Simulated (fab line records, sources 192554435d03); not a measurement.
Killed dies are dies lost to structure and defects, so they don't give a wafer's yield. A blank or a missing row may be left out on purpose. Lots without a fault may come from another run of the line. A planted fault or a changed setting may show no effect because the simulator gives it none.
Which tool did it? | flow n5_finfet | 11 lots, 33 wafers sampled, at 5 steps of a route of 1938

WHAT THE GAUGES READ, wafer by wafer
N5_BEOL_M6_INSPECT_58: inspects for defects (darkfield).
lot  | measured     | on                | raw_defect_count
L947 | day 10 02:25 | defect_inspect-01 | 73 105 96
L949 | day 11 04:51 | defect_inspect-02 | 63 49 59
L951 | day 11 17:09 | defect_inspect-01 | 39 94 41
L950 | day 12 04:41 | defect_inspect-01 | 41 67 61
L956 | day 12 17:58 | defect_inspect-01 | 71 77 72
L960 | day 14 21:36 | defect_inspect-02 | 82 54 49
L963 | day 14 23:37 | defect_inspect-01 | 86 76 97
L965 | day 16 02:25 | defect_inspect-02 | 76 74 65
L964 | day 16 02:26 | defect_inspect-01 | 44 53 86
L966 | day 16 04:10 | defect_inspect-02 | 85 66 90
L967 | day 16 07:08 | defect_inspect-02 | 63 43 81

WHICH TOOL RAN EACH LOT (tool, then ch and the chambers of the sampled wafers, then the start)
lot  | N5_BEOL_M6_STRIP_36                | N5_BEOL_M6_SPUTTER_48        | N5_BEOL_M6_ECD_50              | N5_BEOL_M6_CMP_52
L947 | rie_diel-04 ch 0,1,3, day 9 20:47  | pvd_sputter-03, day 9 22:55  | ecd_cu-02 ch 0,1, day 9 23:06  | cmp-02 ch 1,2, day 10 01:59
L949 | rie_diel-04 ch 0,1,2, day 10 20:35 | pvd_sputter-01, day 10 22:23 | ecd_cu-02 ch 0,1, day 10 22:31 | cmp-02 ch 0,2,3, day 11 04:24
L951 | rie_diel-06 ch 1,2, day 11 13:15   | pvd_sputter-02, day 11 15:14 | ecd_cu-01 ch 0, day 11 15:20   | cmp-02 ch 1,2, day 11 16:41
L950 | rie_diel-05 ch 0,2,3, day 12 01:06 | pvd_sputter-02, day 12 03:02 | ecd_cu-01 ch 0,1, day 12 03:09 | cmp-01 ch 0,1,3, day 12 04:14
L956 | rie_diel-05 ch 0,2,3, day 12 13:35 | pvd_sputter-02, day 12 16:52 | ecd_cu-02 ch 0,1, day 12 17:00 | cmp-02 ch 0,1,3, day 12 17:31
L960 | rie_diel-04 ch 2,3, day 14 18:50   | pvd_sputter-03, day 14 20:36 | ecd_cu-02 ch 0,1, day 14 20:44 | cmp-01 ch 0,1,2, day 14 21:09
L963 | rie_diel-05 ch 1,3, day 14 20:29   | pvd_sputter-01, day 14 22:08 | ecd_cu-02 ch 0,1, day 14 22:31 | cmp-04 ch 1,2,3, day 14 23:10
L965 | rie_diel-04 ch 0,1,2, day 15 22:01 | pvd_sputter-03, day 15 23:46 | ecd_cu-01 ch 0, day 16 01:18   | cmp-02 ch 0,3, day 16 01:42
L964 | rie_diel-05 ch 1,2,3, day 15 22:17 | pvd_sputter-03, day 15 23:50 | ecd_cu-01 ch 0,1, day 16 01:28 | cmp-04 ch 0,2,3, day 16 02:00
L966 | rie_diel-05 ch 0,1,3, day 15 23:48 | pvd_sputter-02, day 16 03:10 | ecd_cu-01 ch 0,1, day 16 03:18 | cmp-02 ch 1,2,3, day 16 03:49
L967 | rie_diel-04 ch 0,1,2, day 16 02:58 | pvd_sputter-03, day 16 06:10 | ecd_cu-01 ch 0,1, day 16 06:17 | cmp-04 ch 0,1, day 16 06:43
- N5_BEOL_M6_STRIP_36: strips in N2/H2.
- N5_BEOL_M6_SPUTTER_48: material Cu, target thk 10 nm, time 1.667 s.
- N5_BEOL_M6_ECD_50: material Cu, target thk 300 nm.
- N5_BEOL_M6_CMP_52: polishes, stops on SiCOH lowk, t overpolish 6.9 s, target thk 80 nm.

WHAT THE TOOLS THEMSELVES READ (means of the sampled wafers that have a number; where no wafer has one, the mark that the record gives instead)
N5_BEOL_M6_STRIP_36.
lot  | tool        | drypump_motor_current_A (A) | oes_product_au (a.u.) | rf_vpp_V (V) | showerhead_plenum_p_Torr (Torr) | throttle_valve_pct (%)
L947 | rie_diel-04 | 5.84                        | 0.82                  | 60.2         | 2.60                            | 23.6
L949 | rie_diel-04 | 5.66                        | 0.74                  | 58.6         | 2.50                            | 23.8
L951 | rie_diel-06 | 5.66                        | 0.82                  | 59.5         | 2.53                            | 23.6
L950 | rie_diel-05 | 5.90                        | 0.82                  | 58.9         | 2.53                            | 23.7
L956 | rie_diel-05 | 5.86                        | 0.82                  | 58.2         | 2.53                            | 23.7
L960 | rie_diel-04 | 5.85                        | 0.87                  | 59.4         | 2.70                            | 23.8
L963 | rie_diel-05 | 5.87                        | 0.83                  | 60.3         | 2.51                            | 23.6
L965 | rie_diel-04 | 5.64                        | 0.89                  | 59.1         | 2.59                            | 23.6
L964 | rie_diel-05 | 5.95                        | 0.81                  | 58.8         | 2.53                            | 23.6
L966 | rie_diel-05 | 5.75                        | 0.79                  | 58.4         | 2.52                            | 23.4
L967 | rie_diel-04 | 5.63                        | 0.89                  | 59.4         | 2.59                            | 23.6

N5_BEOL_M6_SPUTTER_48.
lot  | tool           | throttle_valve_pct (%)
L947 | pvd_sputter-03 | 29.4
L949 | pvd_sputter-01 | 30.4
L951 | pvd_sputter-02 | 31.4
L950 | pvd_sputter-02 | 30.6
L956 | pvd_sputter-02 | 30.7
L960 | pvd_sputter-03 | 30.1
L963 | pvd_sputter-01 | 31.8
L965 | pvd_sputter-03 | 30.0
L964 | pvd_sputter-03 | 30.2
L966 | pvd_sputter-02 | 30.6
L967 | pvd_sputter-03 | 30.2

N5_BEOL_M6_CMP_52.
lot  | tool   | motor_current_A (A) | retaining_ring_pressure_frac | slurry_filter_dp_kPa (kPa) | time_to_endpoint_s (s)
L947 | cmp-02 | 5.7                 | 0.998                        | 13.54                      | 62
L949 | cmp-02 | 6.2                 | 0.997                        | 13.49                      | 62
L951 | cmp-02 | 5.5                 | 1.000                        | 13.69                      | 60
L950 | cmp-01 | 5.6                 | 0.996                        | 13.44                      | 69
L956 | cmp-02 | 6.0                 | 0.997                        | 13.50                      | 63
L960 | cmp-01 | 5.7                 | 1.002                        | 13.45                      | 78
L963 | cmp-04 | 6.1                 | 1.000                        | 13.46                      | 75
L965 | cmp-02 | 6.2                 | 1.005                        | 13.48                      | 68
L964 | cmp-04 | 5.9                 | 1.003                        | 13.41                      | 63
L966 | cmp-02 | 5.8                 | 0.999                        | 13.55                      | 60
L967 | cmp-04 | 6.0                 | 0.996                        | 13.60                      | 58

THE ANSWER, worked out from the rows above alone
Rule: what is usual is taken from the lots themselves. Put in order of their means at a reading, lots are off if they are a third of the lots or fewer, leave a main group of 4 or more, and stand apart from it by a gap of 3 or more times the standard deviation of the main group's means; of several such gaps the widest counts. A main group whose means are all the same, to the digits that the tables above print for the reading, isn't used. A lot without any number at a reading at which 4 lots or more have one is off too. The other lots that the step has rows for count as sound. The gauges are gone through in route order, then the tools' own readings, and for those a lot's mean is taken as printed above. The first step at which some lot is off is used, and at that step the reading that is off furthest; a lot without a number counts as furthest.
No lot is off at any reading shown: from this, nothing can be told.

WHAT THE SIMULATOR HAD PUT IN
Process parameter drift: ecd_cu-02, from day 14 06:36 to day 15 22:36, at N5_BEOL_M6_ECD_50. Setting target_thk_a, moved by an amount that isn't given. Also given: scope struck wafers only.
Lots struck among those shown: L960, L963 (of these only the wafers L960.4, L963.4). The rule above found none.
